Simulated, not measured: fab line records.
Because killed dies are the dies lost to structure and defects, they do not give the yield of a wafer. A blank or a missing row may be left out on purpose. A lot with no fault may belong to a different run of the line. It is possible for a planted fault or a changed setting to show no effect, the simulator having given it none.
A lot that was struck, set against a sound lot | flow nand-harc | 17 steps out of a route of 1302
Sound: wafers L924.4, L924.5, L924.6. Wafers struck: L933.2, L933.4, L933.5. The cause comes at the end.
Per side, at each step with rows, come the tool, then ch with its chambers, and then its first start. Under that, the readings that differ: sound wafers | struck wafers | difference of the means | sigmas: that difference in standard deviations of wafers without a fault.
alike: readings whose means differ by less than 2 such deviations, and words and numbers that are the same on both sides. not compared: withheld readings, readings that some wafer has no value for, bounds like >300 that may hide the same value, and numbers for which the record gives no deviation and whose values overlap.
The two part at a step that has a row with sigmas, a row that says differs or no value, or rows on one side only. Numbers that don't overlap but have no deviation are shown without sigmas and don't part them. A reading that every wafer of one side lacks parts them only if that side has two wafers or more.

NHARC_A_STAIRCASE_CMP_472: polishes SiO2.
  sound on cmp-02 ch 0,1,3, day 21 08:22; struck on cmp-04 ch 2,3, day 25 02:31
  alike: motor-current-A, retaining-ring-pressure-frac
next, for these wafers, 1 step has no rows: NHARC_A_STAIRCASE_SRD_474.
NHARC_A_STAIRCASE_INSPECT_155:
  sound: defect-inspect-02 at day 21 08:41; struck: defect-inspect-01 at day 25 02:51
  alike: raw-defect-count
NHARC_A_SGD_CUT_DEP_00: deposits SiNx, target thk 50 nm.
  sound on pecvd-03 ch 0,1,2, day 21 08:50; struck on pecvd-03 ch 0,1,2, day 25 02:55
  alike: heater-power-w
  not compared: since-wet-clean-h
then, 7 steps without rows for these wafers: NHARC_A_SGD_CUT_DEHYDRATE_01 (time 120 s); NHARC_A_SGD_CUT_HMDS_02 (time 30 s); NHARC_A_SGD_CUT_COAT_56 (time 75 s); NHARC_A_SGD_CUT_COAT_57 (time 65 s); NHARC_A_SGD_CUT_COAT_03 (resist thk 90 nm); NHARC_A_SGD_CUT_SOFTBAKE_04 (time 55 s); NHARC_A_SGD_CUT_EBR_05.
NHARC_A_SGD_CUT_EXPOSE_06: exposes mask SGD.
  sound on arfi-scanner-03 ch 0, day 21 09:13; struck on arfi-scanner-01 ch 0, day 25 03:22
  reading              | sound          | struck         | difference | sigmas
  exposure-dose-mJ-cm2 | 85.4 85.5 85.5 | 90.4 90.6 90.4 | +5.0       | +14
  alike: mask, stage-vel-mm-s
then, 2 steps without rows for these wafers: NHARC_A_SGD_CUT_PEB_07 (peb time 65 s); NHARC_A_SGD_CUT_DEVELOP_08 (develop time 35 s).
NHARC_A_SGD_CUT_CD_MEAS_09: target cd 100 nm.
  sound on cd-sem-03 ch 0, day 21 09:22; struck on cd-sem-02 ch 0, day 25 03:31
  reading    | sound            | struck            | difference | sigmas
  cd-nm (nm) | 99.6 100.5 100.0 | 104.0 104.2 102.9 | +3.7       | +6
NHARC_A_SGD_CUT_OVL_MEAS_10:
  sound: overlay-02 at day 21 09:26; struck: overlay-02 at day 25 03:36
  reading           | sound          | struck      | difference | sigmas
  overlay-y-nm (nm) | -1.3 -0.8 -1.0 | 2.0 2.4 2.8 | +3.4       | +4
  alike: overlay-x-nm
next, for these wafers, 1 step has no rows: NHARC_END_SORT_01.

== WHERE THEY PART ==
At NHARC_A_SGD_CUT_EXPOSE_06 first; at NHARC_A_SGD_CUT_OVL_MEAS_10 last (within this record only).

WHY: what the simulator had put in
Drift in process parameters on arfi-scanner-01 at NHARC_A_SGD_CUT_EXPOSE_06, starting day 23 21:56. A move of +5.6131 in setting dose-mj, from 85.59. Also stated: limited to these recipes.
